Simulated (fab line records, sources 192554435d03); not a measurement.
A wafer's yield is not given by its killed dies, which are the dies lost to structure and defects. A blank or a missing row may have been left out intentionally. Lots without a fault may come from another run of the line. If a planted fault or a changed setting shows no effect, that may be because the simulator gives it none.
Chamber matching / flow n5_finfet / N5_BEOL_M11_ILD_DEP_00 on pecvd-02: 3 sister chambers
The step deposits SiCOH lowk from DEMS/porogen, target thk 308.51 nm, time 58 s. 3 wafers are shown with their chamber, then 7 later ones without.

WAFERS WITH THEIR CHAMBER
wafer=L365.6; chamber=1; throttle_valve_pct (%)=13.4
wafer=L380.2; chamber=0; throttle_valve_pct (%)=13.4
wafer=L380.4; chamber=2; throttle_valve_pct (%)=14.9

WAFERS WHOSE CHAMBER IS MISSING
wafer=L380.5; throttle_valve_pct (%)=13.6
wafer=L381.1; throttle_valve_pct (%)=13.5
wafer=L381.2; throttle_valve_pct (%)=14.7
wafer=L381.5; throttle_valve_pct (%)=13.6
wafer=L379.1; throttle_valve_pct (%)=14.6
wafer=L379.2; throttle_valve_pct (%)=13.7
wafer=L379.4; throttle_valve_pct (%)=13.5

WHICH CHAMBER EACH WENT THROUGH
wafer=L380.5; from the rows above=can't be placed: 0 or 1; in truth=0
wafer=L381.1; from the rows above=can't be placed: 0 or 1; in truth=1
wafer=L381.2; from the rows above=2; in truth=2
wafer=L381.5; from the rows above=can't be placed: 0 or 1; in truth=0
wafer=L379.1; from the rows above=2; in truth=2
wafer=L379.2; from the rows above=can't be placed: 0 or 1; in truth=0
wafer=L379.4; from the rows above=can't be placed: 0 or 1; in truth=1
Placed correctly: 2 of 7. These rows do not allow placing 5 (true chamber among the candidates in 5). Number placed wrongly: 0.
How it was worked out, from the rows above alone: a wafer's distance from a chamber is the root of the sum, over the readings, of the square of ((its reading less the chamber's mean) divided by the reading's scatter). If the next closest chamber is less than 2 further off than the closest, the wafer can't be placed; otherwise it belongs to the closest. For every chamber, the mean is computed from those of its wafers that are shown. The scatter (one wafer shown for each chamber): square how far every hidden wafer sits from the nearest shown wafer, average those squares and take the square root.
